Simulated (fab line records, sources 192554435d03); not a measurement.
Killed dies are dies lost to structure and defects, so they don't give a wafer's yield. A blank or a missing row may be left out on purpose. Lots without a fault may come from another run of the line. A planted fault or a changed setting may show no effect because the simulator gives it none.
fab line records | flow n5_finfet | part 1 of 2: steps 1 to 21 of 29
record lots=5 wafers=15 last_day=17
route steps=1938 shown BEOL_M4@1032
lots that met no fault: from a run of the same line without faults
start_h: hours from the record's first day to the start of the lot's first wafer shown | wait_h: hours since the lot's step before | " the same as in the row above | L1.1+2: a row that stands for several wafers | - no value, or no start given | * or withheld: withheld | < > ~ a bound
route shown NAME@n: a module of which the file shows steps, and the number in the route of the first | usual: mean/standard deviation of fault-free wafers | same: alike in all rows | chamber/n: place in a boat | sites: the reading at each site | _std_site: their standard deviation | _edge_site: outer sites' mean less inner sites' | radius_mm: how far each site lies from the wafer's centre | mask NAME#n: copy n | behind: the tool/chamber that last shaped the wafer | hold: why the lot was held/for how many hours/how that ended | device: the transistor (n, p or np) that didn't switch | end of line: the same wafers' tests at the end of the route | a step without rows: its recipe alone | killed: dies lost to structure and defects at the first sort, not the wafer's yield | map: a wafer's dies, x killed, . not, _ none there
set.NAME: the setting as run; set.NAME@STEP: as run at that earlier step | model.NAME: the simulator's own value behind a step, which no gauge read
lots at some steps of the route; a table a step, a row a wafer
services: from which hour (start_h, from the record's first day; less than 0 if before it) a tool's chamber was out of use, for how many hours, and why
## steps
# step N5_BEOL_M4_PEB_09
# recipe peb_temp_c=100 peb_time_s=60 resist=CAR-EUV
# columns lot.wafer tool chamber start_h wait_h
L074.2+3+5 litho_track-02 0 181.37 0.1
L083.2+3+5 litho_track-02 0 227.14 0.1
L084.1+4+6 litho_track-04 0 254.89 0.1
L087.1+2+3 litho_track-02 0 257.08 0.1
L091.1+5+6 litho_track-02 0 283.11 0.1
# step N5_BEOL_M4_DEVELOP_10
# recipe develop_time_s=30 developer=TMAH resist=CAR-EUV rinse_liquid=surfactant_rinse dry=air_spin dev_temp_c=23
# same develop_time_s=30
# columns lot.wafer tool chamber start_h wait_h
L074.2+3+5 litho_track-02 0 - -
L083.2+3+5 litho_track-02 0 - -
L084.1+4+6 litho_track-04 0 - -
L087.1+2+3 litho_track-02 0 - -
L091.1+5+6 litho_track-02 0 - -
# step N5_BEOL_M4_CD_MEAS_11
# recipe target_cd_nm=16.79 landing_energy_ev=500 detector=se_inlens polarity=opening
# usual cd_nm=16.78/0.25
# columns lot.wafer tool chamber start_h wait_h cd_nm
L074.2 cd_sem-02 0 181.44 - 16.84
L074.3 " 0 " " 17.03
L074.5 " 0 " " 16.93
L083.2 cd_sem-03 0 227.21 - 17.41
L083.3 " 0 " " 16.70
L083.5 " 0 " " 16.64
L084.1 cd_sem-02 0 254.96 - 16.78
L084.4 " 0 " " 16.71
L084.6 " 0 " " 16.78
L087.1 cd_sem-03 0 257.15 - 16.63
L087.2 " 0 " " 16.50
L087.3 " 0 " " 16.29
L091.1 cd_sem-01 0 283.18 - 16.83
L091.5 " 0 " " 16.45
L091.6 " 0 " " 17.13
# step N5_BEOL_M4_OVL_MEAS_12
# recipe points_per_wafer=522
# usual M4_OVL=0.2/0.57
# columns lot.wafer tool chamber start_h wait_h M4_OVL[nm]
L074.2 overlay-02 0 181.47 0.0 -0.1
L074.3 " 0 " " 0.2
L074.5 " 0 " " 0.5
L083.2 overlay-02 0 227.25 0.0 0.6
L083.3 " 0 " " 0.0
L083.5 " 0 " " -0.5
L084.1 overlay-01 0 254.99 0.0 0.3
L084.4 " 0 " " 0.5
L084.6 " 0 " " 0.6
L087.1 overlay-02 0 257.18 0.0 -0.1
L087.2 " 0 " " 0.7
L087.3 " 0 " " -1.3
L091.1 overlay-02 0 283.21 0.0 0.2
L091.5 " 0 " " 0.6
L091.6 " 0 " " 0.1
# step N5_BEOL_M4_INSPECT_13
# recipe mode=adi inspect_instrument=brightfield
# usual raw_defect_count=408/87
# columns lot.wafer tool chamber start_h wait_h raw_defect_count
L074.2 defect_inspect-02 - 181.53 0.0 548
L074.3 " - " " 554
L074.5 " - " " 437
L083.2 defect_inspect-02 - 227.30 0.0 347
L083.3 " - " " 595
L083.5 " - " " 360
L084.1 defect_inspect-01 - 255.04 0.1 316
L084.4 " - " " 380
L084.6 " - " " 298
L087.1 defect_inspect-02 - 257.24 0.1 292
L087.2 " - " " 302
L087.3 " - " " 344
L091.1 defect_inspect-01 - 283.27 0.1 504
L091.5 " - " " 303
L091.6 " - " " 440
# step N5_BEOL_M4_DESCUM_16
# recipe chemistry=O2 time_s=7 source_power_w=50 bias_power_w=20 pressure_mtorr=20 rf_frequency_hz=2.712e+07 temp_c=40 resist=CAR-EUV o2_flow_sccm=225
# usual drypump_motor_current_A=5.6/0.51 oes_product_au=0.83/0.078 rf_fwd_power_W=49.29/0.23 rf_vpp_V=243.6/1.5 showerhead_plenum_p_Torr=2.12/0.088 throttle_valve_pct=20.38/0.18
# columns lot.wafer tool chamber start_h wait_h drypump_motor_current_A oes_product_au rf_fwd_power_W rf_hours_counter_h rf_vpp_V showerhead_plenum_p_Torr throttle_valve_pct
L074.2 rie_diel-04 2 181.95 0.4 6.1 0.80 49.58 91 243.8 2.12 20.25
L074.3 " 3 " " 6.0 0.68 49.55 250 241.5 1.96 20.64
L074.5 " 3 " " 6.0 0.68 49.51 - 240.7 1.96 20.65
L083.2 rie_diel-01 3 227.33 0.0 6.3 0.86 49.38 45 241.4 2.05 20.49
L083.3 " 0 " " 5.7 0.79 49.57 109 244.7 2.11 20.36
L083.5 " 0 " " 5.7 0.79 49.59 - 243.8 2.11 20.35
L084.1 rie_diel-04 0 255.08 0.0 5.3 0.84 49.08 66 242.3 2.03 20.35
L084.4 " 3 " " 6.0 0.93 49.95 20 244.8 2.22 20.35
L084.6 " 3 " " 6.1 0.93 49.87 - 245.3 2.22 20.36
L087.1 rie_diel-04 2 257.27 0.0 6.1 0.78 49.60 120 244.0 2.11 20.32
L087.2 " 1 " " 5.1 0.84 49.56 52 243.5 2.22 20.17
L087.3 " 3 " " 6.0 0.94 49.55 20 244.2 2.22 20.35
L091.1 rie_diel-03 3 283.30 0.0 4.9 0.69 49.33 236 243.1 2.15 20.77
L091.5 " 1 " " 6.5 0.83 49.23 - 243.7 2.20 20.40
L091.6 " 0 " " 5.5 0.91 49.23 - 242.0 2.04 20.10
# step N5_BEOL_M4_ETCH_74
# recipe chemistry=N2/H2 target=underlayer target_depth_a=65 mask_material=CAR-EUV time_s=5.2 ion_energy_ev=200 pressure_mtorr=30 source_w=840 bias_w=150 n2_flow_sccm=200 h2_flow_sccm=200 ends=cleared
# usual drypump_motor_current_A=5.6/0.51 etch_rf_on_time_s=5.17/0.064 oes_product_au=0.70/0.066 rf_fwd_power_W=819.6/2.7 rf_vpp_V=525/3.3 showerhead_plenum_p_Torr=2.58/0.11 throttle_valve_pct=17.81/0.22
# columns lot.wafer tool chamber start_h wait_h drypump_motor_current_A etch_rf_on_time_s oes_product_au rf_fwd_power_W rf_hours_counter_h rf_vpp_V showerhead_plenum_p_Torr throttle_valve_pct
L074.2 rie_diel-04 2 181.98 0.0 6.1 5.13 0.70 816.2 91 525 2.56 17.58
L074.3 " 3 " " 6.1 5.29 0.57 819.0 250 522 2.39 18.12
L074.5 " 3 " " 6.0 5.32 0.58 816.4 - 516 2.39 18.09
L083.2 rie_diel-01 3 227.37 0.0 6.3 5.06 0.74 823.5 45 521 2.48 17.90
L083.3 " 0 " " 5.7 5.19 0.68 821.4 109 526 2.55 17.69
L083.5 " 0 " " 5.7 5.17 0.67 819.6 - 523 2.55 17.68
L084.1 rie_diel-04 0 255.11 0.0 5.3 5.17 0.72 819.0 66 520 2.48 17.78
L084.4 " 3 " " 6.0 5.05 0.79 818.8 20 526 2.70 17.76
L084.6 " 3 " " 6.0 5.06 0.80 818.0 - 528 2.70 17.78
L087.1 rie_diel-04 2 257.30 0.0 6.1 5.17 0.66 823.1 120 524 2.55 17.66
L087.2 " 1 " " 5.1 5.18 0.71 822.4 52 526 2.70 17.69
L087.3 " 3 " " 6.0 4.99 0.80 819.7 20 531 2.70 17.74
L091.1 rie_diel-03 3 283.34 0.0 4.8 5.22 0.60 818.6 236 526 2.61 18.27
L091.5 " 1 " " 6.5 5.12 0.69 824.1 - 527 2.68 17.92
L091.6 " 0 " " 5.5 5.17 0.78 818.6 - 521 2.48 17.45
# step N5_BEOL_M4_ETCH_63
# recipe chemistry=CF4 target=SiARC target_depth_a=156 mask_material=CAR-EUV time_s=26 ion_energy_ev=80 pressure_mtorr=40 source_w=545 bias_w=36 Ar_flow_sccm=100 cf4_flow_sccm=100 ends=cleared
# usual drypump_motor_current_A=5.6/0.51 etch_rf_on_time_s=25.8/0.35 oes_product_au=0.70/0.066 rf_fwd_power_W=531.8/1.8 rf_vpp_V=184.5/1.4 showerhead_plenum_p_Torr=2.17/0.083 throttle_valve_pct=15.55/0.2
# columns lot.wafer tool chamber start_h wait_h drypump_motor_current_A etch_rf_on_time_s oes_product_au rf_fwd_power_W rf_hours_counter_h rf_vpp_V showerhead_plenum_p_Torr throttle_valve_pct
L074.2 rie_diel-04 2 182.00 0.0 6.1 25.8 0.69 533.2 91 184.3 2.16 15.37
L074.3 " 3 " " 6.1 26.6 0.58 533.2 250 181.2 2.03 15.95
L074.5 " 3 " " 6.0 26.4 0.58 535.7 - 182.3 2.03 15.98
L083.2 rie_diel-01 3 227.38 0.0 6.3 25.4 0.74 531.2 45 184.0 2.10 15.59
L083.3 " 0 " " 5.7 25.9 0.68 535.3 109 183.2 2.15 15.51
L083.5 " 0 " " 5.7 25.9 0.67 532.5 - 183.1 2.15 15.51
L084.1 rie_diel-04 0 255.13 0.0 5.3 26.5 0.72 531.5 66 184.4 2.09 15.50
L084.4 " 3 " " 6.0 25.4 0.79 535.9 20 185.7 2.27 15.52
L084.6 " 3 " " 6.0 25.7 0.80 534.0 - 185.9 2.27 15.54
L087.1 rie_diel-04 2 257.32 0.0 6.1 25.8 0.66 532.4 120 183.6 2.15 15.43
L087.2 " 1 " " 5.0 26.3 0.71 531.5 52 184.9 2.26 15.28
L087.3 " 3 " " 6.1 25.1 0.80 535.5 20 186.0 2.27 15.54
L091.1 rie_diel-03 3 283.36 0.0 4.8 25.8 0.60 531.4 236 186.0 2.20 15.98
L091.5 " 1 " " 6.5 25.6 0.70 535.0 - 184.1 2.24 15.59
L091.6 " 0 " " 5.5 25.4 0.78 531.2 - 183.2 2.09 15.31
# step N5_BEOL_M4_ETCH_64
# recipe chemistry=N2/H2 target=SOC target_depth_a=750 overetch_a=225 mask_material=SiARC temp_c=40 time_s=121.9 ion_energy_ev=200 pressure_mtorr=30 source_w=840 bias_w=150 n2_flow_sccm=200 h2_flow_sccm=200
# usual drypump_motor_current_A=5.6/0.51 oes_product_au=0.62/0.056 rf_fwd_power_W=836.4/2.6 rf_vpp_V=524.7/3 showerhead_plenum_p_Torr=2.58/0.11 throttle_valve_pct=17.76/0.23
# columns lot.wafer tool chamber start_h wait_h drypump_motor_current_A oes_product_au rf_fwd_power_W rf_hours_counter_h rf_vpp_V showerhead_plenum_p_Torr throttle_valve_pct
L074.2 rie_diel-04 2 182.03 0.0 6.1 0.61 835.4 91 525.1 2.56 17.54
L074.3 " 3 " " 6.1 0.53 838.2 250 519.8 2.39 18.06
L074.5 " 3 " " 6.0 0.52 836.2 - 520.7 2.39 18.06
L083.2 rie_diel-01 3 227.41 0.0 6.3 0.65 835.9 45 522.3 2.49 17.84
L083.3 " 0 " " 5.7 0.59 837.0 109 524.6 2.55 17.63
L083.5 " 0 " " 5.7 0.60 838.3 - 525.7 2.55 17.63
L084.1 rie_diel-04 0 255.16 0.0 5.3 0.64 829.7 67 520.6 2.48 17.73
L084.4 " 3 " " 6.0 0.69 836.5 20 527.6 2.70 17.72
L084.6 " 3 " " 6.0 0.70 836.7 - 528.6 2.70 17.72
L087.1 rie_diel-04 2 257.35 0.0 6.1 0.59 835.6 120 523.8 2.55 17.60
L087.2 " 1 " " 5.0 0.64 836.9 52 527.6 2.70 17.63
L087.3 " 3 " " 6.1 0.69 840.1 20 526.5 2.70 17.71
L091.1 rie_diel-03 3 283.38 0.0 4.8 0.53 835.0 236 525.5 2.61 18.22
L091.5 " 1 " " 6.5 0.61 834.0 - 525.5 2.68 17.88
L091.6 " 0 " " 5.5 0.68 833.5 - 522.6 2.48 17.39
# step N5_BEOL_M4_STRIP_65
# recipe chemistry=N2/H2 temp_c=40 n2_flow_sccm=200 h2_flow_sccm=200 rf_frequency_hz=6e+07
# columns lot.wafer tool chamber start_h wait_h
L074.2+3+5 rie_diel-04 2,3,3 182.14 0.1
L083.2+3+5 rie_diel-01 3,0,0 227.52 0.1
L084.1+4+6 rie_diel-04 0,3,3 255.27 0.1
L087.1+2+3 rie_diel-04 2,1,3 257.46 0.1
L091.1+5+6 rie_diel-03 3,1,0 283.50 0.1
# step N5_BEOL_M4_STRIP_75
# recipe chemistry=N2/H2 temp_c=40 n2_flow_sccm=200 h2_flow_sccm=200 rf_frequency_hz=6e+07
# columns lot.wafer tool chamber start_h wait_h
L074.2+3+5 rie_diel-04 2,3,3 182.15 0.0
L083.2+3+5 rie_diel-01 3,0,0 227.53 0.0
L084.1+4+6 rie_diel-04 0,3,3 255.28 0.0
L087.1+2+3 rie_diel-04 2,1,3 257.47 0.0
L091.1+5+6 rie_diel-03 3,1,0 283.51 0.0
# step N5_BEOL_M4_STRIP_66
# recipe chemistry=CF4 resist=SiARC power_w=300 bias_power_w=75 pressure_mtorr=50 cf4_flow_sccm=150 rf_frequency_hz=6e+07
# usual drypump_motor_current_A=5.6/0.51 oes_product_au=0.81/0.074 rf_fwd_power_W=292.4/0.9 rf_vpp_V=271.5/1.8 showerhead_plenum_p_Torr=1.82/0.069 throttle_valve_pct=13.51/0.21
# columns lot.wafer tool chamber start_h wait_h drypump_motor_current_A oes_product_au rf_fwd_power_W rf_hours_counter_h rf_vpp_V showerhead_plenum_p_Torr throttle_valve_pct
L074.2 rie_diel-04 2 182.16 0.0 6.1 0.80 293.6 91 269.3 1.81 13.35
L074.3 " 3 " " 6.0 0.68 291.6 250 270.0 1.70 13.99
L074.5 " 3 " " 6.0 0.68 291.5 - 269.3 1.70 13.99
L083.2 rie_diel-01 3 227.54 0.0 6.3 0.84 293.0 45 270.3 1.76 13.50
L083.3 " 0 " " 5.7 0.78 292.4 109 270.7 1.80 13.50
L083.5 " 0 " " 5.7 0.78 292.8 - 271.5 1.81 13.50
L084.1 rie_diel-04 0 255.29 0.0 5.3 0.84 293.2 67 270.1 1.75 13.43
L084.4 " 3 " " 6.1 0.91 292.9 20 274.1 1.90 13.47
L084.6 " 3 " " 6.0 0.92 292.6 - 274.0 1.90 13.46
L087.1 rie_diel-04 2 257.48 0.0 6.1 0.77 292.2 120 272.0 1.80 13.42
L087.2 " 1 " " 5.0 0.83 294.2 52 273.3 1.89 13.26
L087.3 " 3 " " 6.0 0.91 292.2 20 272.4 1.90 13.45
L091.1 rie_diel-03 3 283.52 0.0 4.9 0.69 292.5 237 271.9 1.84 13.96
L091.5 " 1 " " 6.5 0.80 292.6 - 271.6 1.88 13.56
L091.6 " 0 " " 5.5 0.89 292.9 - 269.9 1.76 13.28
# step N5_BEOL_M4_HM_OPEN_17
# recipe chemistry=Cl2/BCl3 target_depth_a=200 overetch_a=60 target=TiN mask_material=SOC ion_energy_ev=150 pressure_mtorr=10 icp_w=1000 bias_w=126 Cl2_flow_sccm=53.25 bcl3_flow_sccm=21.75 Ar_flow_sccm=25
# usual drypump_motor_current_A=5.6/0.38 he_backside_leak_sccm=3.4/0.37 mfc_cl2_sccm=53.26/0.17 oes_product_au=0.67/0.077 rf_fwd_power_W=993/4.9 throttle_valve_pct=22.11/0.14
# columns lot.wafer tool chamber start_h wait_h drypump_motor_current_A he_backside_leak_sccm mfc_cl2_sccm oes_product_au rf_fwd_power_W rf_hours_counter_h throttle_valve_pct
L074.2 rie_metal-03 1 182.23 0.1 5.8 3.5 53.51 0.68 986 - 22.02
L074.3 " 1 " " 5.8 3.7 53.34 0.67 989 - 22.04
L074.5 " 1 " " 5.8 3.6 53.34 0.68 991 - 22.01
L083.2 rie_metal-03 0 227.58 0.0 4.9 3.2 53.21 0.67 993 40 22.36
L083.3 " 0 " " 4.9 3.0 53.30 0.67 999 - 22.38
L083.5 " 0 " " 4.9 3.1 53.24 0.67 999 - 22.38
L084.1 rie_metal-02 1 255.33 0.0 5.5 3.7 53.14 0.57 993 85 22.10
L084.4 " 1 " " 5.5 3.5 53.04 0.57 989 - 22.10
L084.6 " 1 " " 5.6 3.5 53.03 0.57 992 - 22.09
L087.1 rie_metal-02 1 257.52 0.0 5.5 3.2 53.16 0.57 988 85 22.11
L087.2 " 0 " " 6.0 3.6 52.95 0.73 994 23 22.02
L087.3 " 0 " " 6.0 3.8 52.57 0.74 991 - 21.99
L091.1 rie_metal-03 1 283.56 0.0 5.9 3.4 53.18 0.64 987 56 22.06
L091.5 " 0 " " 4.9 3.2 52.91 0.65 993 - 22.41
L091.6 " 1 " " 5.8 3.4 53.38 0.64 988 - 22.06
# step N5_BEOL_M4_STRIP_19
# recipe chemistry=O2 power_w=400 temp_c=40 pressure_mtorr=30 rf_frequency_hz=6e+07 bias_power_w=0 overash_fraction=0.2 o2_flow_sccm=225
# usual drypump_motor_current_A=5.6/0.48 oes_product_au=0.84/0.059 rf_vpp_V=3.7/0.48 showerhead_plenum_p_Torr=2.14/0.081 throttle_valve_pct=16.58/0.14
# columns lot.wafer tool chamber start_h wait_h drypump_motor_current_A oes_product_au rf_hours_counter_h rf_vpp_V showerhead_plenum_p_Torr throttle_valve_pct
L074.2 rie_diel-04 0 182.40 0.1 5.3 0.89 38 3.3 2.05 16.49
L074.3 " 3 " " 6.0 0.68 250 3.4 1.97 16.95
L074.5 " 0 " " 5.3 0.89 - 3.7 2.05 16.49
L083.2 rie_diel-01 1 227.70 0.1 5.1 0.86 51 3.5 2.22 16.59
L083.3 " 2 " " 5.3 0.90 35 3.3 2.23 16.52
L083.5 " 3 " " 6.3 0.87 - 3.3 2.05 16.68
L084.1 rie_diel-01 1 255.51 0.1 5.1 0.84 61 4.0 2.22 16.59
L084.4 " 0 " " 5.7 0.78 119 3.9 2.11 16.61
L084.6 " 1 " " 5.1 0.85 - 3.1 2.22 16.60
L087.1 rie_diel-01 1 257.63 0.1 5.1 0.84 62 3.5 2.22 16.61
L087.2 " 3 " " 6.3 0.85 57 5.1 2.05 16.71
L087.3 " 2 " " 5.3 0.87 47 3.8 2.22 16.54
L091.1 rie_diel-04 0 283.67 0.1 5.3 0.83 76 2.8 2.03 16.55
L091.5 " 1 " " 5.1 0.82 - 3.5 2.22 16.39
L091.6 " 2 " " 6.1 0.76 - 3.3 2.11 16.55
# step N5_BEOL_M4_CD_MEAS_18
# recipe pitch_nm=36 target_cd_nm=18
# usual cd_nm=18.0/0.31
# columns lot.wafer tool chamber start_h wait_h cd_nm
L074.2 cd_sem-03 - 182.48 0.1 18.0
L074.3 " - " " 18.3
L074.5 " - " " 17.8
L083.2 cd_sem-02 - 227.77 0.1 18.3
L083.3 " - " " 18.1
L083.5 " - " " 17.8
L084.1 cd_sem-02 - 255.58 0.0 17.9
L084.4 " - " " 18.2
L084.6 " - " " 18.2
L087.1 cd_sem-01 - 257.70 0.0 18.4
L087.2 " - " " 18.0
L087.3 " - " " 18.4
L091.1 cd_sem-01 - 283.74 0.0 18.4
L091.5 " - " " 18.2
L091.6 " - " " 18.5
# step N5_BEOL_M4_COAT_67
# recipe resist=SOC temp_c=250 time_s=60 spin_rpm=1500 resist_thk_nm=60
# columns lot.wafer tool chamber start_h wait_h
L074.2+3+5 litho_track-01 0 182.51 0.0
L083.2+3+5 litho_track-04 0 227.80 0.0
L084.1+4+6 litho_track-04 0 255.62 0.0
L087.1+2+3 litho_track-04 0 257.74 0.0
L091.1+5+6 litho_track-04 0 283.77 0.0
# step N5_BEOL_M4_COAT_68
# recipe resist=SiARC temp_c=220 time_s=60 spin_rpm=1500 resist_thk_nm=12
# columns lot.wafer tool chamber start_h wait_h
L074.2+3+5 litho_track-01 0 - -
L083.2+3+5 litho_track-04 0 - -
L084.1+4+6 litho_track-04 0 - -
L087.1+2+3 litho_track-04 0 - -
L091.1+5+6 litho_track-04 0 - -
# step N5_BEOL_M4_COAT_76
# recipe resist=underlayer temp_c=205 time_s=60 spin_rpm=1500 resist_thk_nm=5
# columns lot.wafer tool chamber start_h wait_h
L074.2+3+5 litho_track-01 0 - -
L083.2+3+5 litho_track-04 0 - -
L084.1+4+6 litho_track-04 0 - -
L087.1+2+3 litho_track-04 0 - -
L091.1+5+6 litho_track-04 0 - -
# step N5_BEOL_M4_COAT_22
# recipe resist=CAR-EUV spin_rpm=1500 resist_thk_nm=30
# columns lot.wafer tool chamber start_h wait_h
L074.2+3+5 litho_track-01 0 - -
L083.2+3+5 litho_track-04 0 - -
L084.1+4+6 litho_track-04 0 - -
L087.1+2+3 litho_track-04 0 - -
L091.1+5+6 litho_track-04 0 - -
# step N5_BEOL_M4_EBR_24
# recipe solvent=PGMEA ebr_width_mm=1.5
# columns lot.wafer tool chamber start_h wait_h
L074.2+3+5 litho_track-01 0 - -
L083.2+3+5 litho_track-04 0 - -
L084.1+4+6 litho_track-04 0 - -
L087.1+2+3 litho_track-04 0 - -
L091.1+5+6 litho_track-04 0 - -
# step N5_BEOL_M4_SOFTBAKE_23
# recipe temp_c=110 time_s=60 resist=CAR-EUV
# columns lot.wafer tool chamber start_h wait_h
L074.2+3+5 litho_track-01 0 - -
L083.2+3+5 litho_track-04 0 - -
L084.1+4+6 litho_track-04 0 - -
L087.1+2+3 litho_track-04 0 - -
L091.1+5+6 litho_track-04 0 - -
